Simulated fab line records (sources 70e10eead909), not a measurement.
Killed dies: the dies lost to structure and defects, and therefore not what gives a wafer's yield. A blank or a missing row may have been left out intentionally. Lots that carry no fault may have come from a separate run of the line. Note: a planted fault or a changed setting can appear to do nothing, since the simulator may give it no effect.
fab line records	flow nandHarc
record: lots: 6	wafers: 18	lastDay: 24
route steps=1159 shown A_BONDPAD@1067 END@1159
lots that met no fault: from a run of the same line without faults
startH: start of the lot's first displayed wafer, in hours after the record's first day	waitH: how many hours have passed since the lot's step before this one	" as in the row above	L1.1+2: a row that stands for several wafers	- no value present, or no start provided	* or withheld: withheld	< > ~ a bound
route shown NAME@n: names a module that has steps shown in the file, with the first one's number in the route	usual: mean and standard deviation over wafers with no fault	same: alike in all rows	chamber/n: place in a boat	sites: readings site by site	_std_site: their standard deviation	_edge_site: inner sites' mean taken away from outer sites' mean	radiusMm: how far each site lies from the wafer's centre	mask NAME#n: copy n	behind: tool/chamber where the wafer was last shaped	hold: cause of the lot's hold/its duration in hours/its outcome	device: transistor that didn't switch, given as n, p or np	end of line: at the end of the route, the tests of the same wafers	where a step has no rows: the recipe by itself	killed: count of dies lost to structure and defects at first sort (not the wafer's yield)	map: the dies of a wafer, with x for killed, . for not killed, _ for no die there
set.NAME: the setting as run; set.NAME@STEP: as run at that earlier step	model.NAME: the simulator's own value behind a step, which no gauge read
lots seen at some steps along the route; tables by step, rows by wafer
services: a tool's chamber out of use, with start hour (startH, from the record's first day; less than 0 if before it), hours out, and reason
== steps ==
step: NHARC_A_BONDPAD_SOFTBAKE_04
recipe: tempC: 125	timeS: 70
step: NHARC_A_BONDPAD_EBR_05
step: NHARC_A_BONDPAD_EXPOSE_06
recipe: na: 0.55	doseMj: 36.99	maskId: A_BPAD
step: NHARC_A_BONDPAD_PEB_07
recipe: pebTempC: 128	pebTimeS: 80
step: NHARC_A_BONDPAD_DEVELOP_08
recipe: timeS: 50	devTempC: 22
step: NHARC_A_BONDPAD_CD_MEAS_09
recipe: targetCdNm: 500	landingEnergyEv: 500
usual: cdNm: 499.9/2
same: landingEnergyEv: 500
lot.wafer	tool	chamber	startH	waitH	cdNm
L413.3	cdSem-01	0	427.57	-	496.9
L413.4	"	0	"	"	497.4
L413.6	"	0	"	"	500.0
L425.3	cdSem-01	0	470.52	-	502.0
L425.5	"	0	"	"	498.7
L425.6	"	0	"	"	504.3
L424.1	cdSem-01	0	475.10	-	500.7
L424.2	"	0	"	"	499.3
L424.6	"	0	"	"	502.1
L429.2	cdSem-02	0	514.84	-	500.6
L429.4	"	0	"	"	499.3
L429.6	"	0	"	"	497.4
L431.1	cdSem-03	0	543.81	-	499.4
L431.5	"	0	"	"	503.6
L431.6	"	0	"	"	498.9
L432.1	cdSem-03	0	544.32	-	498.0
L432.3	"	0	"	"	501.3
L432.6	"	0	"	"	500.8
step: NHARC_A_BONDPAD_OVL_MEAS_35
usual: overlayXNm: -1/7.3	overlayYNm: 0/5.9
lot.wafer	tool	chamber	startH	waitH	overlayXNm	overlayYNm
L413.3	overlay-02	-	427.65	-	-9	-3
L413.4	"	-	"	"	-8	-4
L413.6	"	-	"	"	-8	-3
L425.3	overlay-02	-	470.62	-	5	8
L425.5	"	-	"	"	5	8
L425.6	"	-	"	"	5	7
L424.1	overlay-02	-	475.19	-	-8	-4
L424.2	"	-	"	"	-8	-4
L424.6	"	-	"	"	-8	-4
L429.2	overlay-01	-	514.92	-	-5	-8
L429.4	"	-	"	"	-5	-9
L429.6	"	-	"	"	-4	-9
L431.1	overlay-02	-	543.90	-	8	-5
L431.5	"	-	"	"	8	-5
L431.6	"	-	"	"	8	-5
L432.1	overlay-02	-	544.41	-	-3	-4
L432.3	"	-	"	"	-3	-4
L432.6	"	-	"	"	-4	-5
step: NHARC_A_BONDPAD_HARDBAKE_10
recipe: tempC: 118	timeS: 65
step: NHARC_A_BONDPAD_DESCUM_11
recipe: timeS: 3	o2FlowSccm: 200	arFlowSccm: 0	biasPowerW: 0	chemistry: O2
usual: drypumpMotorCurrentA: 5.7/0.38	oesProductAu: 0.996/0.014	rfVppV: 57.8/0.89	showerheadPlenumPTorr: 1.92/0.094	throttleValvePct: 11.312/0.0094
lot.wafer	tool	chamber	startH	waitH	drypumpMotorCurrentA	oesProductAu	rfHoursCounterH	rfVppV	showerheadPlenumPTorr	throttleValvePct
L413.3	rieDiel-06	1	427.77	-	6.0	1.006	0	58.5	1.97	11.301
L413.4	"	0	"	"	5.4	0.990	0	58.8	1.82	11.305
L413.6	"	2	"	"	5.8	1.021	-	57.9	2.07	11.308
L425.3	rieDiel-06	2	470.76	-	5.8	1.002	2	58.5	2.06	11.316
L425.6	"	0	"	"	5.4	0.976	-	58.6	1.82	11.311
L425.5	"	1	"	"	6.0	0.993	-	57.3	1.97	11.310
L424.1	rieDiel-06	2	475.32	-	5.8	1.010	2	58.0	2.07	11.308
L424.2	"	3	"	"	6.5	0.979	2	58.1	1.84	11.312
L424.6	"	1	"	"	6.0	0.995	-	58.5	1.96	11.319
L429.2	rieDiel-13	1	515.05	-	5.6	1.001	16	56.9	1.83	11.288
L429.4	"	2	"	"	5.4	0.990	18	56.5	1.98	11.314
L429.6	"	2	"	"	5.4	0.995	-	57.9	1.98	11.333
L431.1	rieDiel-06	0	544.04	-	5.4	0.987	4	58.0	1.82	11.313
L431.6	"	2	"	"	5.8	1.003	-	59.5	2.06	11.307
L431.5	"	3	"	"	6.4	0.977	-	57.5	1.84	11.305
L432.3	rieDiel-12	1	544.53	-	5.5	0.981	30	56.2	1.81	11.310
L432.1	"	2	"	"	5.7	1.009	28	58.6	1.85	11.319
L432.6	"	2	"	"	5.7	1.000	-	58.8	1.85	11.320
step: NHARC_A_BONDPAD_ETCH_34
recipe: targetDepthA: 600	overetchA: 180	timeS: 65.91	ionEnergyEv: 200	n2FlowSccm: 150	h2FlowSccm: 150	arFlowSccm: 0	rfW: 400	biasW: 150	chemistry: N2/H2
usual: drypumpMotorCurrentA: 5.8/0.4	oesProductAu: 0.996/0.014	rfVppV: 430.9/3	showerheadPlenumPTorr: 2.05/0.1	throttleValvePct: 14.171/0.0088
lot.wafer	tool	chamber	startH	waitH	drypumpMotorCurrentA	oesProductAu	rfHoursCounterH	rfVppV	showerheadPlenumPTorr	throttleValvePct
L413.3	rieDiel-06	0	427.86	0.1	5.4	1.003	0	429.3	1.94	14.175
L413.4	"	2	"	"	5.8	1.004	0	435.4	2.21	14.170
L413.6	"	3	"	"	6.4	0.982	-	429.6	1.96	14.158
L425.3	rieDiel-06	2	470.83	0.1	5.8	1.017	2	434.1	2.21	14.169
L425.5	"	2	"	"	5.8	1.021	-	434.1	2.21	14.176
L425.6	"	3	"	"	6.4	0.974	-	427.8	1.96	14.161
L424.1	rieDiel-06	1	475.40	0.1	6.0	0.997	2	432.8	2.10	14.178
L424.2	"	2	"	"	5.8	1.017	2	436.4	2.21	14.174
L424.6	"	1	"	"	6.0	0.997	-	433.7	2.10	14.170
L429.2	rieDiel-13	1	515.14	0.1	5.6	1.004	16	428.2	1.95	14.170
L429.4	"	2	"	"	5.4	0.992	18	434.4	2.11	14.169
L429.6	"	0	"	"	5.2	0.993	-	433.5	2.19	14.188
L431.1	rieDiel-06	0	544.12	0.1	5.4	0.992	4	428.2	1.94	14.170
L431.5	"	3	"	"	6.4	0.981	-	426.4	1.96	14.157
L431.6	"	0	"	"	5.4	0.990	-	428.6	1.94	14.175
L432.3	rieDiel-12	0	544.62	0.1	5.3	1.008	31	432.4	2.10	14.175
L432.1	"	1	"	"	5.5	0.985	30	427.9	1.92	14.186
L432.6	"	0	"	"	5.3	1.003	-	432.1	2.10	14.189
step: NHARC_A_BONDPAD_ETCH_12
recipe: targetDepthA: 2200	timeS: 110	chf3FlowSccm: 50	o2FlowSccm: 10	arFlowSccm: 200	rfW: 500	biasW: 200	chemistry: CHF3/O2
usual: drypumpMotorCurrentA: 5.7/0.41	oesProductAu: 0.944/0.025	rfVppV: 370.6/2.6	showerheadPlenumPTorr: 2.40/0.11	throttleValvePct: 20.571/0.0082
lot.wafer	tool	chamber	startH	waitH	drypumpMotorCurrentA	oesProductAu	rfHoursCounterH	rfVppV	showerheadPlenumPTorr	throttleValvePct
L413.4	rieDiel-06	0	-	-	5.4	0.960	0	367.6	2.29	20.577
L413.3	"	1	"	"	6.0	0.963	0	371.7	2.46	20.552
L413.6	"	1	"	"	6.0	0.954	-	372.2	2.46	20.573
L425.3	rieDiel-06	1	-	-	6.0	0.959	2	371.7	2.46	20.577
L425.5	"	0	"	"	5.4	0.947	-	368.4	2.29	20.568
L425.6	"	1	"	"	6.0	0.958	-	370.9	2.46	20.560
L424.1	rieDiel-06	3	-	-	6.4	0.965	2	368.8	2.32	20.587
L424.2	"	1	"	"	6.0	0.959	2	372.2	2.46	20.588
L424.6	"	2	"	"	5.8	0.970	-	375.3	2.58	20.577
L429.2	rieDiel-13	3	-	-	5.0	0.924	18	365.8	2.24	20.558
L429.4	"	0	"	"	5.3	0.935	18	374.6	2.56	20.576
L429.6	"	0	"	"	5.2	0.923	-	373.4	2.56	20.576
L431.1	rieDiel-06	0	-	-	5.4	0.962	4	368.9	2.29	20.563
L431.6	"	3	"	"	6.4	0.941	-	368.5	2.32	20.571
L431.5	"	0	"	"	5.4	0.968	-	366.5	2.29	20.552
L432.3	rieDiel-12	3	-	-	6.0	0.910	31	372.2	2.43	20.568
L432.1	"	1	"	"	5.5	0.914	30	365.8	2.27	20.577
L432.6	"	3	"	"	6.0	0.910	-	371.1	2.43	20.573
step: NHARC_A_BONDPAD_CD_MEAS_13
usual: cdNm: 499.6/2.1
lot.wafer	tool	chamber	startH	waitH	cdNm
L413.3	cdSem-01	-	428.09	-	496.1
L413.4	"	-	"	"	498.6
L413.6	"	-	"	"	498.6
L425.3	cdSem-01	-	471.07	-	501.6
L425.5	"	-	"	"	499.7
L425.6	"	-	"	"	504.2
L424.1	cdSem-02	-	475.63	-	501.3
L424.2	"	-	"	"	498.1
L424.6	"	-	"	"	500.2
L429.2	cdSem-03	-	515.48	-	500.2
L429.4	"	-	"	"	498.9
L429.6	"	-	"	"	496.9
L431.1	cdSem-03	-	544.34	-	500.4
L431.5	"	-	"	"	505.2
L431.6	"	-	"	"	499.2
L432.1	cdSem-02	-	544.84	-	499.5
L432.3	"	-	"	"	500.1
L432.6	"	-	"	"	501.8
step: NHARC_A_BONDPAD_STRIP_15
recipe: o2FlowSccm: 500	arFlowSccm: 0	biasW: 0	chemistry: O2
usual: biasW: 0/0	chamberPressureMTorr: 60.00/0.076	drypumpMotorCurrentA: 5.8/0.41	oesProductAu: 0.997/0.014	rfVppV: 57.9/0.96	showerheadPlenumPTorr: 3.53/0.16	throttleValvePct: 17.035/0.0091
lot.wafer	tool	chamber	startH	waitH	biasW	chamberPressureMTorr	drypumpMotorCurrentA	oesProductAu	rfHoursCounterH	rfVppV	showerheadPlenumPTorr	throttleValvePct
L413.4	rieDiel-06	3	428.16	0.1	0	59.96	6.4	0.982	0	58.9	3.41	17.027
L413.3	"	1	"	"	0	59.91	6.0	1.003	0	58.2	3.62	17.025
L413.6	"	0	"	"	0	60.02	5.4	0.996	-	59.1	3.37	17.040
L425.3	rieDiel-06	2	471.16	0.1	-	-	-	-	-	-	-	-
L425.6	"	1	"	"	-	-	-	-	-	-	-	-
L425.5	"	2	"	"	-	-	-	-	-	-	-	-
L424.2	rieDiel-06	1	475.74	0.1	-	-	-	-	-	-	-	-
L424.1	"	2	"	"	-	-	-	-	-	-	-	-
L424.6	"	3	"	"	-	-	-	-	-	-	-	-
L429.2	rieDiel-06	2	515.58	0.1	0	59.96	5.8	1.008	4	59.7	3.79	17.039
L429.4	"	0	"	"	0	59.99	5.4	0.982	-	58.2	3.37	17.027
L429.6	"	3	"	"	0	60.01	6.4	0.984	-	57.3	3.41	17.045
L431.1	rieDiel-06	2	544.43	0.1	0	59.97	5.8	1.009	4	59.0	3.79	17.018
L431.5	"	1	"	"	0	60.00	6.0	1.011	-	58.0	3.62	17.062
L431.6	"	2	"	"	0	59.92	5.8	1.007	-	57.4	3.79	17.033
L432.1	rieDiel-12	2	544.93	0.1	0	60.08	5.8	1.010	28	56.3	3.42	17.037
L432.3	"	3	"	"	0	60.00	6.0	0.980	31	57.2	3.57	17.029
L432.6	"	2	"	"	0	59.96	5.7	1.007	-	59.0	3.42	17.037
step: NHARC_A_BONDPAD_ETCH_24
recipe: targetDepthA: 300	overEtchFrac: 0.3	timeS: 72.99	ionEnergyEv: 150	cf4FlowSccm: 50	n2FlowSccm: 100	arFlowSccm: 150	rfW: 300	biasW: 100	chemistry: CF4/N2
usual: drypumpMotorCurrentA: 5.8/0.39	oesProductAu: 0.997/0.014	rfVppV: 314.3/2.2	showerheadPlenumPTorr: 2.63/0.13	throttleValvePct: 19.796/0.0082
lot.wafer	tool	chamber	startH	waitH	drypumpMotorCurrentA	oesProductAu	rfHoursCounterH	rfVppV	showerheadPlenumPTorr	throttleValvePct
L413.4	rieDiel-06	2	-	-	5.8	1.009	0	317.1	2.82	19.805
L413.3	"	3	"	"	6.4	0.985	0	313.9	2.54	19.790
L413.6	"	2	"	"	5.8	1.020	-	316.6	2.82	19.799
L425.3	rieDiel-06	0	471.31	0.1	5.4	0.996	2	312.1	2.51	19.784
L425.5	"	2	"	"	5.8	1.010	-	317.0	2.82	19.795
L425.6	"	3	"	"	6.4	0.984	-	313.6	2.54	19.805
L424.1	rieDiel-06	1	476.31	0.5	6.0	1.006	2	314.9	2.69	19.796
L424.2	"	2	"	"	5.8	1.011	2	317.9	2.82	19.793
L424.6	"	0	"	"	5.4	0.990	-	312.5	2.51	19.789
L429.2	rieDiel-06	3	515.76	0.2	6.4	0.989	4	312.7	2.53	19.796
L429.6	"	0	"	"	5.4	0.985	-	311.5	2.51	19.791
L429.4	"	3	"	"	6.4	0.978	-	312.7	2.53	19.795
L431.1	rieDiel-06	2	-	-	5.7	1.009	5	318.1	2.82	19.785
L431.5	"	0	"	"	5.4	0.981	-	313.9	2.51	19.794
L431.6	"	1	"	"	6.0	1.007	-	315.3	2.69	19.791
L432.1	rieDiel-12	3	-	-	6.0	0.988	31	313.3	2.66	19.796
L432.3	"	0	"	"	5.3	1.003	31	315.8	2.69	19.790
L432.6	"	2	"	"	5.7	1.011	-	313.2	2.54	19.802
step: NHARC_END_SORT_01
recipe: tempC: 25
usual: defectLimitedYield: 95.6/1.5	killedAtArray: 27/10	killedAtOther: 0.6/0.83	killedAtPeriphery: 2.4/1.8	killedDies: 30/10	killedOpen: 3.3/1.7	killedShort: 1.8/1.4	sort_bin_2_pct: 1.3/0.69	sort_bin_3_pct: 0.25/0.24	sort_bin_4_pct: 2.8/0.94	sortNPass: 647/10	sortRimYieldPct: 96.7/2.1	sortYieldPct: 95.6/1.5
same: grossDies: 677	sort_bin_5_pct[%]: 0	sort_bin_6_pct[%]: 0	sort_bin_7_pct[%]: 0	sort_bin_8_pct[%]: 0	sortRimNGross: 106.00
lot.wafer	tool	chamber	startH	waitH	defectLimitedYield[%]	killedAtArray	killedAtOther	killedAtPeriphery	killedDies	killedOpen	killedShort	sort_bin_2_pct[%]	sort_bin_3_pct[%]	sort_bin_4_pct[%]	sortNPass	sortRimYieldPct[%]	sortYieldPct[%]
L413.3	prober-02	0	471.69	3.1	95.1	31	0	2	33	3	3	0.7	0.89	3.2	644	96.2	95.1
L413.4	prober-02	0	472.49	3.4	96.0	25	0	2	27	2	1	0.6	0	3.4	650	100.0	96.0
L413.6	prober-02	0	474.09	4.0	94.7	32	0	4	36	6	3	1.6	0.74	3.0	641	92.5	94.7
L425.3	prober-01	0	503.50	7.1	0	674	1	2	677	2	2	97.3	0.30	2.4	0	0	0
L425.5	prober-01	0	505.08	7.6	0	674	0	3	677	5	3	98.4	0	1.6	0	0	0
L425.6	prober-01	0	505.88	7.9	0	676	0	1	677	5	1	98.5	0	1.5	0	0	0
L424.1	prober-02	0	509.11	2.5	0	677	0	0	677	1	2	96.8	0.15	3.1	0	0	0
L424.2	prober-02	0	509.91	2.8	0	675	0	2	677	4	2	96.9	0	3.1	0	0	0
L424.6	prober-02	0	513.13	4.0	0	674	2	1	677	4	2	96.3	0.74	3.0	0	0	0
L429.2	prober-02	0	544.74	2.8	96.6	22	0	1	23	1	0	1.2	0	2.2	654	97.2	96.6
L429.4	prober-02	0	546.35	3.4	94.8	32	0	3	35	0	1	1.3	0.59	3.2	642	98.1	94.8
L429.6	prober-02	0	547.96	4.0	94.2	34	0	5	39	4	2	2.1	0	3.7	638	98.1	94.2
L431.1	prober-01	0	570.82	2.5	96.8	20	1	1	22	2	1	1.3	0	1.9	655	98.1	96.8
L431.5	prober-01	0	573.98	3.7	96.5	19	1	4	24	5	2	1.0	0.30	2.2	653	99.1	96.5
L431.6	prober-01	0	574.77	3.9	97.5	14	1	2	17	3	2	0.6	0	1.9	660	96.2	97.5
L432.1	prober-02	0	578.55	2.5	97.5	12	0	5	17	2	1	0.7	0.30	1.5	660	98.1	97.5
L432.3	prober-02	0	580.14	3.1	96.2	20	3	3	26	4	1	1.3	0.30	2.2	651	97.2	96.2
L432.6	prober-02	0	582.53	4.0	96.5	17	1	6	24	6	0	0.4	0.15	3.0	653	94.3	96.5
killed by level:class
L413.3 A_CHANNEL_HOLE_D1:chamberFilmFlake=16 A_STAIRCASE:chamberFilmFlake=6 A_ZERO_WELL:chamberFilmFlake=2 A_CONTACT:chamberFilmFlake=2 P_CONTACT:geometricParticle:short=1 P_M0:geometricParticle:open=1 A_SOURCE_PLATE:geometricParticle:short=1 A_ONON_D1:geometricParticle:open=1
L413.4 A_CHANNEL_HOLE_D1:chamberFilmFlake=10 A_CONTACT:chamberFilmFlake=5 A_ZERO_WELL:chamberFilmFlake=2 A_STAIRCASE:chamberFilmFlake=2 A_CHANNEL_FILL_D1:geometricParticle:open=1 P_BONDPAD:chamberFilmFlake=1 A_WL_FILL:geometricParticle:open=1 A_WL_FILL:geometricParticle:short=1
L413.6 A_CHANNEL_HOLE_D1:chamberFilmFlake=12 A_CONTACT:chamberFilmFlake=4 A_ZERO_WELL:chamberFilmFlake=3 A_STAIRCASE:chamberFilmFlake=3 A_CHANNEL_HOLE_D1:geometricParticle:open=2 P_GATE:chamberFilmFlake=2 A_BONDPAD:chamberFilmFlake=2 P_CONTACT:geometricParticle:open=1
L425.3 A_BONDPAD:areaStrip=649 A_CHANNEL_HOLE_D1:chamberFilmFlake=10 A_CONTACT:chamberFilmFlake=7 A_STAIRCASE:chamberFilmFlake=5 P_GATE:geometricParticle:open=1 A_CONTACT:geometricParticle:short=1 A_CONTACT:geometricParticle:open=1 A_BLC:geometricParticle:short=1
L425.5 A_BONDPAD:areaStrip=661 A_CONTACT:chamberFilmFlake=3 A_ONON_D1:geometricParticle:open=2 A_CHANNEL_HOLE_D1:chamberFilmFlake=2 A_STAIRCASE:chamberFilmFlake=2 P_CONTACT:geometricParticle:open=1 P_M1:geometricParticle:open=1 P_M1:geometricParticle:short=1
L425.6 A_BONDPAD:areaStrip=662 A_CONTACT:chamberFilmFlake=4 A_CHANNEL_HOLE_D1:chamberFilmFlake=3 A_STAIRCASE:chamberFilmFlake=2 P_M0:geometricParticle:open=1 A_ONON_D1:geometricParticle:short=1 A_CHANNEL_HOLE_D1:geometricParticle:open=1 A_SGD_CUT:geometricParticle:open=1
L424.1 A_BONDPAD:areaStrip=643 A_CHANNEL_HOLE_D1:chamberFilmFlake=17 A_CONTACT:chamberFilmFlake=5 A_STAIRCASE:chamberFilmFlake=4 A_WL_FILL:chamberFilmFlake=4 A_ONON_D1:geometricParticle:short=2 A_SGD_CUT:geometricParticle:open=1 A_CHANNEL_FILL_D1:chamberFilmFlake=1
L424.2 A_BONDPAD:areaStrip=647 A_CHANNEL_HOLE_D1:chamberFilmFlake=15 A_CONTACT:chamberFilmFlake=6 A_WL_FILL:chamberFilmFlake=2 P_CONTACT:geometricParticle:short=1 P_CONTACT:geometricParticle:open=1 A_ONON_D1:geometricParticle:open=1 A_WL_FILL:geometricParticle:open=1
L424.6 A_BONDPAD:areaStrip=645 A_CHANNEL_HOLE_D1:chamberFilmFlake=17 A_CONTACT:chamberFilmFlake=4 A_STAIRCASE:chamberFilmFlake=3 A_CONTACT:geometricParticle:open=2 P_CONTACT:geometricParticle:open=1 A_CHANNEL_FILL_D1:geometricParticle:short=1 A_CHANNEL_FILL_D1:chamberFilmFlake=1
L429.2 A_CHANNEL_HOLE_D1:chamberFilmFlake=15 A_CONTACT:chamberFilmFlake=5 A_CHANNEL_HOLE_D1:geometricParticle:open=1 P_STI:chamberFilmFlake=1 A_STAIRCASE:chamberFilmFlake=1
L429.4 A_CHANNEL_HOLE_D1:chamberFilmFlake=21 A_CONTACT:chamberFilmFlake=5 P_STI:chamberFilmFlake=2 A_STAIRCASE:chamberFilmFlake=2 A_M0:chamberFilmFlake=2 A_BLC:geometricParticle:short=1 P_GATE:chamberFilmFlake=1 A_ZERO_WELL:chamberFilmFlake=1
L429.6 A_CHANNEL_HOLE_D1:chamberFilmFlake=20 A_STAIRCASE:chamberFilmFlake=6 A_CONTACT:geometricParticle:open=3 P_STI:chamberFilmFlake=3 A_CONTACT:chamberFilmFlake=3 P_M0:geometricParticle:short=1 P_M1:geometricParticle:open=1 A_CHANNEL_FILL_D1:geometricParticle:short=1
L431.1 A_CHANNEL_HOLE_D1:chamberFilmFlake=7 A_CONTACT:chamberFilmFlake=4 A_STAIRCASE:chamberFilmFlake=2 A_WL_FILL:geometricParticle:open=1 A_WL_FILL:geometricParticle:short=1 A_CONTACT:geometricParticle:open=1 P_STI:chamberFilmFlake=1 A_CHANNEL_FILL_D1:chamberFilmFlake=1
L431.5 A_CHANNEL_HOLE_D1:chamberFilmFlake=7 A_CONTACT:geometricParticle:open=2 A_CONTACT:chamberFilmFlake=2 A_STAIRCASE:chamberFilmFlake=2 A_ONON_D1:geometricParticle:open=1 A_ONON_D1:geometricParticle:short=1 A_CHANNEL_FILL_D1:geometricParticle:short=1 A_WL_FILL:geometricParticle:open=1
L431.6 A_CONTACT:chamberFilmFlake=5 A_CHANNEL_HOLE_D1:chamberFilmFlake=2 A_STAIRCASE:chamberFilmFlake=2 P_CONTACT:geometricParticle:open=1 A_ONON_D1:geometricParticle:short=1 A_CHANNEL_HOLE_D1:geometricParticle:open=1 A_CHANNEL_FILL_D1:geometricParticle:short=1 A_CONTACT:geometricParticle:open=1
L432.1 A_CHANNEL_HOLE_D1:chamberFilmFlake=6 A_SGD_CUT:chamberFilmFlake=3 A_STAIRCASE:chamberFilmFlake=2 P_GATE:geometricParticle:open=1 P_CONTACT:geometricParticle:open=1 P_CONTACT:geometricParticle:short=1 P_GATE:chamberFilmFlake=1 P_M2:chamberFilmFlake=1
L432.3 A_CHANNEL_HOLE_D1:chamberFilmFlake=6 A_SLIT:chamberFilmFlake=3 A_CONTACT:chamberFilmFlake=3 THIN_TSV:chamberFilmFlake=3 P_M2:chamberFilmFlake=2 A_STAIRCASE:chamberFilmFlake=2 A_SLIT:geometricParticle:open=1 A_WL_FILL:geometricParticle:short=1
L432.6 A_CHANNEL_HOLE_D1:chamberFilmFlake=7 P_M2:chamberFilmFlake=4 P_CONTACT:geometricParticle:open=2 A_STAIRCASE:chamberFilmFlake=2 A_SGD_CUT:chamberFilmFlake=2 A_ONON_D1:geometricParticle:open=1 A_CHANNEL_FILL_D1:geometricParticle:open=1 A_SGD_CUT:geometricParticle:open=1
map L424.1 (x killed, . not)
____________x____________
_________xxxxxxx_________
_______xxxxxxxxxxx_______
______xxxxxxxxxxxxx______
_____xxxxxxxxxxxxxxx_____
____xxxxxxxxxxxxxxxxx____
____xxxxxxxxxxxxxxxxx____
___xxxxxxxxxxxxxxxxxxx___
___xxxxxxxxxxxxxxxxxxx___
__xxxxxxxxxxxxxxxxxxxxx__
__xxxxxxxxxxxxxxxxxxxxx__
_xxxxxxxxxxxxxxxxxxxxxxx_
_xxxxxxxxxxxxxxxxxxxxxxx_
_xxxxxxxxxxxxxxxxxxxxxxx_
_xxxxxxxxxxxxxxxxxxxxxxx_
_xxxxxxxxxxxxxxxxxxxxxxx_
xxxxxxxxxxxxxxxxxxxxxxxxx
xxxxxxxxxxxxxxxxxxxxxxxxx
xxxxxxxxxxxxxxxxxxxxxxxxx
xxxxxxxxxxxxxxxxxxxxxxxxx
xxxxxxxxxxxxxxxxxxxxxxxxx
_xxxxxxxxxxxxxxxxxxxxxxx_
_xxxxxxxxxxxxxxxxxxxxxxx_
_xxxxxxxxxxxxxxxxxxxxxxx_
_xxxxxxxxxxxxxxxxxxxxxxx_
_xxxxxxxxxxxxxxxxxxxxxxx_
__xxxxxxxxxxxxxxxxxxxxx__
__xxxxxxxxxxxxxxxxxxxxx__
___xxxxxxxxxxxxxxxxxxx___
___xxxxxxxxxxxxxxxxxxx___
____xxxxxxxxxxxxxxxxx____
____xxxxxxxxxxxxxxxxx____
_____xxxxxxxxxxxxxxx_____
______xxxxxxxxxxxxx______
_______xxxxxxxxxxx_______
_________xxxxxxx_________
____________x____________
map L425.3 (x killed, . not)
____________x____________
_________xxxxxxx_________
_______xxxxxxxxxxx_______
______xxxxxxxxxxxxx______
_____xxxxxxxxxxxxxxx_____
____xxxxxxxxxxxxxxxxx____
____xxxxxxxxxxxxxxxxx____
___xxxxxxxxxxxxxxxxxxx___
___xxxxxxxxxxxxxxxxxxx___
__xxxxxxxxxxxxxxxxxxxxx__
__xxxxxxxxxxxxxxxxxxxxx__
_xxxxxxxxxxxxxxxxxxxxxxx_
_xxxxxxxxxxxxxxxxxxxxxxx_
_xxxxxxxxxxxxxxxxxxxxxxx_
_xxxxxxxxxxxxxxxxxxxxxxx_
_xxxxxxxxxxxxxxxxxxxxxxx_
xxxxxxxxxxxxxxxxxxxxxxxxx
xxxxxxxxxxxxxxxxxxxxxxxxx
xxxxxxxxxxxxxxxxxxxxxxxxx
xxxxxxxxxxxxxxxxxxxxxxxxx
xxxxxxxxxxxxxxxxxxxxxxxxx
_xxxxxxxxxxxxxxxxxxxxxxx_
_xxxxxxxxxxxxxxxxxxxxxxx_
_xxxxxxxxxxxxxxxxxxxxxxx_
_xxxxxxxxxxxxxxxxxxxxxxx_
_xxxxxxxxxxxxxxxxxxxxxxx_
__xxxxxxxxxxxxxxxxxxxxx__
__xxxxxxxxxxxxxxxxxxxxx__
___xxxxxxxxxxxxxxxxxxx___
___xxxxxxxxxxxxxxxxxxx___
____xxxxxxxxxxxxxxxxx____
____xxxxxxxxxxxxxxxxx____
_____xxxxxxxxxxxxxxx_____
______xxxxxxxxxxxxx______
_______xxxxxxxxxxx_______
_________xxxxxxx_________
____________x____________
== services ==
tool	chamber	startH	hours	kind
rieDiel-13	2	413.52	13.1	repair
rieDiel-06	-	418.22	9.0	pm
rieDiel-06	0	418.22	9.0	ventCycle
rieDiel-06	1	418.22	9.0	ventCycle
rieDiel-06	2	418.22	9.0	ventCycle
rieDiel-06	3	418.22	9.0	ventCycle
rieDiel-13	3	421.53	9.9	repair
rieDiel-06	0	427.22	-	clean
rieDiel-06	1	427.22	-	clean
rieDiel-06	2	427.22	-	clean
rieDiel-06	3	427.22	-	clean
rieDiel-06	0	451.72	-	clean
rieDiel-06	1	451.72	-	clean
rieDiel-06	2	451.72	-	clean
rieDiel-06	3	451.72	-	clean
rieDiel-13	-	453.15	9.0	pm
rieDiel-06	0	476.30	-	clean
rieDiel-06	1	476.30	-	clean
rieDiel-06	2	476.30	-	clean
rieDiel-13	2	494.71	3.3	repair
rieDiel-13	1	499.40	5.5	repair
rieDiel-12	2	512.50	2.9	repair
rieDiel-06	1	515.39	3.0	repair
rieDiel-13	-	519.22	0.5	repair
== key ==
firstSign: step: NHARC_A_BONDPAD_STRIP_15	reading: toolRecord	direction: missing
effect: step: NHARC_END_SORT_01	reading: sort_bin_2_pct	direction: up	sigmas: 99+	usual: 1.3	struck: 97.4
moreKillsBornAt: NHARC_A_BONDPAD_STRIP_15@rieDiel-06: 3907
metAt NHARC_A_BONDPAD_STRIP_15
struckWafers L424.1,L424.2,L424.6,L425.3,L425.5,L425.6
laterRowsLeftOut L424.1,L424.2,L424.6,L425.3,L425.5,L425.6
onsetBetween 428.16 471.16
fault: kind: skippedStepWhole	tool: rieDiel-06	chamber: -	onsetH: 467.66	steps: NHARC_A_BONDPAD_STRIP_15	scope: struckLotsOnly
laterRowsLeftOut: the simulator's readings of these wafers behind a module that went badly wrong aren't trusted and aren't shown, but for the sort
